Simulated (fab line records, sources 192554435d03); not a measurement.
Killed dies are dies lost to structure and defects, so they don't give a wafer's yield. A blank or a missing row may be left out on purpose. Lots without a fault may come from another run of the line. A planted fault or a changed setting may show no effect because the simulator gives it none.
fab line records | flow n5_finfet | part 2 of 2: steps 21 to 30 of 30
record lots=5 wafers=15 last_day=16
route steps=1938 shown BEOL_M6@1201
lots that met no fault: from a run of the same line without faults
start_h: hours from the record's first day to the start of the lot's first wafer shown | wait_h: hours since the lot's step before | " the same as in the row above | L1.1+2: a row that stands for several wafers | - no value, or no start given | * or withheld: withheld | < > ~ a bound
route shown NAME@n: a module of which the file shows steps, and the number in the route of the first | usual: mean/standard deviation of fault-free wafers | same: alike in all rows | chamber/n: place in a boat | sites: the reading at each site | _std_site: their standard deviation | _edge_site: outer sites' mean less inner sites' | radius_mm: how far each site lies from the wafer's centre | mask NAME#n: copy n | behind: the tool/chamber that last shaped the wafer | hold: why the lot was held/for how many hours/how that ended | device: the transistor (n, p or np) that didn't switch | end of line: the same wafers' tests at the end of the route | a step without rows: its recipe alone | killed: dies lost to structure and defects at the first sort, not the wafer's yield | map: a wafer's dies, x killed, . not, _ none there
set.NAME: the setting as run; set.NAME@STEP: as run at that earlier step | model.NAME: the simulator's own value behind a step, which no gauge read
lots at some steps of the route; a table a step, a row a wafer
services: from which hour (start_h, from the record's first day; less than 0 if before it) a tool's chamber was out of use, for how many hours, and why
## steps
# step N5_BEOL_M6_COAT_22
# recipe resist=CAR-EUV spin_rpm=1500 resist_thk_nm=30
# usual resist_line_temp_C=23.00/0.11
# columns lot.wafer tool chamber start_h wait_h resist_line_temp_C
L077.2 litho_track-02 0 - - 23.10
L077.3 " 0 " " 23.18
L077.6 " 0 " " 23.14
L079.2 litho_track-05 0 - - 23.07
L079.5 " 0 " " 23.12
L079.6 " 0 " " 22.97
L081.2 litho_track-02 0 - - 22.96
L081.5 " 0 " " 22.83
L081.6 " 0 " " 22.97
L086.2 litho_track-05 0 - - 23.11
L086.4 " 0 " " 22.94
L086.6 " 0 " " 22.96
L093.1 litho_track-02 0 - - 22.95
L093.2 " 0 " " 23.22
L093.4 " 0 " " 23.08
# step N5_BEOL_M6_EBR_24
# recipe solvent=PGMEA ebr_width_mm=1.5
# usual resist_line_temp_C=23.01/0.1
# columns lot.wafer tool chamber start_h wait_h resist_line_temp_C
L077.2 litho_track-02 0 - - 22.88
L077.3 " 0 " " 22.92
L077.6 " 0 " " 22.87
L079.2 litho_track-05 0 - - 22.99
L079.5 " 0 " " 23.15
L079.6 " 0 " " 23.05
L081.2 litho_track-02 0 - - 22.97
L081.5 " 0 " " 22.95
L081.6 " 0 " " 22.99
L086.2 litho_track-05 0 - - 23.05
L086.4 " 0 " " 23.03
L086.6 " 0 " " 23.13
L093.1 litho_track-02 0 - - 23.00
L093.2 " 0 " " 23.06
L093.4 " 0 " " 23.02
# step N5_BEOL_M6_SOFTBAKE_23
# recipe temp_c=110 time_s=60 resist=CAR-EUV
# usual resist_line_temp_C=23.00/0.1
# columns lot.wafer tool chamber start_h wait_h resist_line_temp_C
L077.2 litho_track-02 0 - - 23.02
L077.3 " 0 " " 23.16
L077.6 " 0 " " 23.05
L079.2 litho_track-05 0 - - 22.99
L079.5 " 0 " " 22.95
L079.6 " 0 " " 22.95
L081.2 litho_track-02 0 - - 22.93
L081.5 " 0 " " 23.16
L081.6 " 0 " " 22.81
L086.2 litho_track-05 0 - - 22.97
L086.4 " 0 " " 23.00
L086.6 " 0 " " 22.94
L093.1 litho_track-02 0 - - 23.11
L093.2 " 0 " " 23.06
L093.4 " 0 " " 23.00
# step N5_BEOL_M6_EXPOSE_25
# recipe mask_id=V5 na=0.33 source_shape=annular sigma_inner=0.4 sigma_outer=0.8 polarization=unpolarized target_cd_nm=40 dose_mj=45
# columns lot.wafer tool chamber start_h wait_h mask
L077.2+3+6 euv_scanner-02 0 199.65 - V5#0
L079.2+5+6 euv_scanner-01 0 217.48 - V5#0
L081.2+5+6 euv_scanner-02 0 231.62 - V5#0
L086.2+4+6 euv_scanner-02 0 268.94 - V5#0
L093.1+2+4 euv_scanner-02 0 301.91 - V5#0
# step N5_BEOL_M6_PEB_26
# recipe peb_temp_c=100 peb_time_s=60 resist=CAR-EUV
# usual resist_line_temp_C=22.99/0.12
# columns lot.wafer tool chamber start_h wait_h resist_line_temp_C
L077.2 litho_track-05 0 199.71 0.1 22.86
L077.3 " 0 " " 22.89
L077.6 " 0 " " 22.89
L079.2 litho_track-01 0 217.54 0.1 22.98
L079.5 " 0 " " 23.00
L079.6 " 0 " " 22.99
L081.2 litho_track-01 0 231.69 0.1 22.99
L081.5 " 0 " " 22.96
L081.6 " 0 " " 23.13
L086.2 litho_track-01 0 269.00 0.1 23.02
L086.4 " 0 " " 22.84
L086.6 " 0 " " 22.72
L093.1 litho_track-01 0 301.97 0.1 23.03
L093.2 " 0 " " 23.02
L093.4 " 0 " " 22.98
# step N5_BEOL_M6_DEVELOP_27
# recipe develop_time_s=30 developer=TMAH resist=CAR-EUV rinse_liquid=surfactant_rinse dry=air_spin dev_temp_c=23
# usual resist_line_temp_C=22.99/0.11
# columns lot.wafer tool chamber start_h wait_h resist_line_temp_C
L077.2 litho_track-05 0 - - 23.04
L077.3 " 0 " " 23.08
L077.6 " 0 " " 23.02
L079.2 litho_track-01 0 - - 23.13
L079.5 " 0 " " 23.07
L079.6 " 0 " " 23.06
L081.2 litho_track-01 0 - - 22.94
L081.5 " 0 " " 22.81
L081.6 " 0 " " 22.92
L086.2 litho_track-01 0 - - 22.84
L086.4 " 0 " " 22.83
L086.6 " 0 " " 22.92
L093.1 litho_track-01 0 - - 23.02
L093.2 " 0 " " 22.90
L093.4 " 0 " " 23.04
# step N5_BEOL_M6_CD_MEAS_28
# recipe target_cd_nm=40 landing_energy_ev=500 detector=se_inlens
# usual cd_nm=40.02/0.23
# columns lot.wafer tool chamber start_h wait_h cd_nm
L077.2 cd_sem-02 0 199.78 - 40.25
L077.3 " 0 " " 40.20
L077.6 " 0 " " 40.14
L079.2 cd_sem-03 0 217.61 - 39.87
L079.5 " 0 " " 39.88
L079.6 " 0 " " 39.55
L081.2 cd_sem-03 0 231.75 - 39.70
L081.5 " 0 " " 40.10
L081.6 " 0 " " 40.37
L086.2 cd_sem-02 0 269.07 - 40.07
L086.4 " 0 " " 40.08
L086.6 " 0 " " 40.11
L093.1 cd_sem-02 0 302.04 - 40.30
L093.2 " 0 " " 40.35
L093.4 " 0 " " 40.26
# step N5_BEOL_M6_OVL_MEAS_29
# recipe points_per_wafer=522
# usual V5_OVL=0.1/0.65
# columns lot.wafer tool chamber start_h wait_h V5_OVL[nm]
L077.2 overlay-01 0 199.82 0.0 -1.3
L077.3 " 0 " " -0.5
L077.6 " 0 " " -0.6
L079.2 overlay-01 0 217.64 0.0 -0.1
L079.5 " 0 " " 0.5
L079.6 " 0 " " 0.2
L081.2 overlay-02 0 231.79 0.0 -0.5
L081.5 " 0 " " 0.1
L081.6 " 0 " " 0.2
L086.2 overlay-01 0 269.11 0.0 -0.4
L086.4 " 0 " " 1.0
L086.6 " 0 " " -0.2
L093.1 overlay-01 0 302.07 0.0 -0.5
L093.2 " 0 " " -0.9
L093.4 " 0 " " -0.7
# step N5_BEOL_M6_INSPECT_30
# recipe mode=adi inspect_instrument=brightfield
# usual raw_defect_count=437/92
# columns lot.wafer tool chamber start_h wait_h raw_defect_count
L077.2 defect_inspect-01 - 199.87 0.0 433
L077.3 " - " " 379
L077.6 " - " " 492
L079.2 defect_inspect-01 - 217.70 0.0 324
L079.5 " - " " 793
L079.6 " - " " 565
L081.2 defect_inspect-01 - 231.84 0.0 333
L081.5 " - " " 417
L081.6 " - " " 351
L086.2 defect_inspect-01 - 269.16 0.0 406
L086.4 " - " " 324
L086.6 " - " " 360
L093.1 defect_inspect-01 - 302.13 0.1 403
L093.2 " - " " 395
L093.4 " - " " 535
# step N5_BEOL_M6_DESCUM_33
# recipe chemistry=O2 time_s=7 source_power_w=50 bias_power_w=20 pressure_mtorr=20 rf_frequency_hz=2.712e+07 temp_c=40 resist=CAR-EUV o2_flow_sccm=225
# usual drypump_motor_current_A=5.8/0.42 oes_product_au=0.79/0.088 rf_vpp_V=243.2/1.1 showerhead_plenum_p_Torr=2.09/0.049 throttle_valve_pct=20.46/0.22
# columns lot.wafer tool chamber start_h wait_h drypump_motor_current_A oes_product_au rf_hours_counter_h rf_vpp_V showerhead_plenum_p_Torr throttle_valve_pct
L077.2 rie_diel-04 2 199.98 0.1 6.0 0.79 108 243.9 2.09 20.06
L077.3 " 1 " " 5.6 0.80 - 242.5 2.10 20.53
L077.6 " 1 " " 5.6 0.81 - 244.4 2.10 20.54
L079.2 rie_diel-04 0 217.98 0.3 5.3 0.70 217 243.7 2.06 20.39
L079.5 " 2 " " 6.0 0.78 - 244.4 2.09 20.08
L079.6 " 3 " " 5.6 0.99 - 244.7 2.15 20.57
L081.2 rie_diel-04 1 231.87 0.0 5.6 0.78 108 242.5 2.09 20.55
L081.5 " 3 " " 5.6 0.97 - 245.1 2.15 20.57
L081.6 " 2 " " 6.0 0.77 - 241.9 2.09 20.09
L086.2 rie_diel-04 3 269.19 0.0 5.6 0.93 22 245.1 2.15 20.63
L086.4 " 0 " " 5.3 0.68 236 242.2 2.05 20.42
L086.6 " 3 " " 5.6 0.92 - 244.0 2.15 20.60
L093.1 rie_diel-04 1 302.16 0.0 5.5 0.78 137 241.7 2.08 20.60
L093.2 " 0 " " 5.3 0.67 251 242.1 2.05 20.44
L093.4 " 1 " " 5.5 0.77 - 243.2 2.08 20.58
## services
# columns tool chamber start_h hours kind
rie_diel-02 - 176.27 14.6 pm
euv_scanner-01 - 183.78 1.0 pm
arfi_scanner-01 - 186.04 1.3 pm
rie_diel-04 0 192.97 14.7 repair
rie_metal-02 1 198.86 9.7 repair
euv_scanner-02 - 202.63 4.6 pm
arfi_scanner-03 - 211.16 0.8 pm
euv_scanner-02 - 215.27 0.1 repair
arfi_scanner-01 - 219.31 0.8 pm
euv_scanner-02 - 223.17 1.0 pm
arfi_scanner-02 - 224.67 1.0 pm
euv_scanner-01 - 228.10 1.5 repair
arfi_scanner-03 - 229.20 1.3 pm
arfi_scanner-02 - 233.05 1.3 pm
arfi_scanner-02 - 235.88 0.8 pm
euv_scanner-01 - 239.93 1.0 pm
rie_diel-01 3 242.29 6.0 repair
arfi_scanner-01 - 246.55 0.9 repair
arfi_scanner-03 - 259.87 0.3 repair
rie_diel-01 1 269.22 5.2 repair
euv_scanner-01 - 274.77 1.3 repair
euv_scanner-02 - 279.32 1.0 pm
rie_diel-01 - 280.26 14.6 pm
euv_scanner-02 - 291.07 5.9 repair
